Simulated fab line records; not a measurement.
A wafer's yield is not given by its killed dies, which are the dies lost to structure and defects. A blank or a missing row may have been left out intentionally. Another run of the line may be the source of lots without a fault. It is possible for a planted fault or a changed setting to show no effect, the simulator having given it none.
The tool behind it: which one?    flow n5Finfet    24 lots, 72 wafers sampled, at 1 step of a route of 1938

WHAT EACH GAUGE READ, for each wafer
N5_BEOL_M10_INSPECT_58: inspects for defects (darkfield).
lot   measured      on                rawDefectCount
L074  day 10 00:14  defectInspect-02  110 77 119
L076  day 10 12:47  defectInspect-01  50 60 47
L075  day 10 20:26  defectInspect-02  61 34 69
L077  day 11 11:53  defectInspect-01  62 85 85
L078  day 11 22:08  defectInspect-01  78 59 60
L079  day 12 03:34  defectInspect-01  64 98 62
L080  day 12 03:48  defectInspect-02  57 75 66
L083  day 12 22:30  defectInspect-02  50 67 65
L081  day 12 23:49  defectInspect-02  74 54 61
L084  day 13 04:47  defectInspect-02  91 122 125
L082  day 13 14:46  defectInspect-01  60 48 64
L085  day 13 15:14  defectInspect-01  50 34 46
L086  day 14 05:22  defectInspect-01  54 55 58
L087  day 14 09:13  defectInspect-01  94 83 38
L088  day 14 17:58  defectInspect-02  76 115 61
L090  day 14 23:35  defectInspect-01  67 50 83
L089  day 15 01:31  defectInspect-01  81 43 59
L091  day 15 01:54  defectInspect-02  73 158 57
L093  day 15 03:46  defectInspect-02  49 62 90
L096  day 15 09:38  defectInspect-01  46 63 62
L094  day 15 09:58  defectInspect-02  48 98 81
L092  day 15 12:07  defectInspect-01  59 100 92
L095  day 16 08:07  defectInspect-01  78 73 75
L097  day 17 04:07  defectInspect-02  67 86 71

WHICH TOOL RAN EACH LOT (tool, then ch and the chambers of the sampled wafers, then the start)
No process step before these readings appears in the record.

AS READ BY THE TOOLS THEMSELVES (means over the sampled wafers that have a number; for cases with no such wafer, the mark the record gives instead)
The record holds no such reading with a usual standard deviation.

THE ANSWER, worked out from the rows above alone
Rule: what is usual is taken from the lots themselves. The widest of any qualifying gaps counts: lots, ordered by their means at a reading, are off when they make up no more than a third of the lots, leave a main group of 4 or more, and stand apart from it by 3 or more times the standard deviation of that group's means. A main group is skipped when, at the precision printed for the reading in the tables above, its means are all equal. A lot without any number at a reading at which 4 lots or more have one is off too. Any other lot the step has rows for is counted as sound. Order of review: gauges by route order, followed by the tools' own readings, for which a lot's mean as printed above is used. The first step at which some lot is off is used, and at that step the reading that is off furthest; a lot without a number counts as furthest.
No lot is off on any of the readings shown, so nothing can be concluded from this.

WHAT WAS PUT IN BY THE SIMULATOR
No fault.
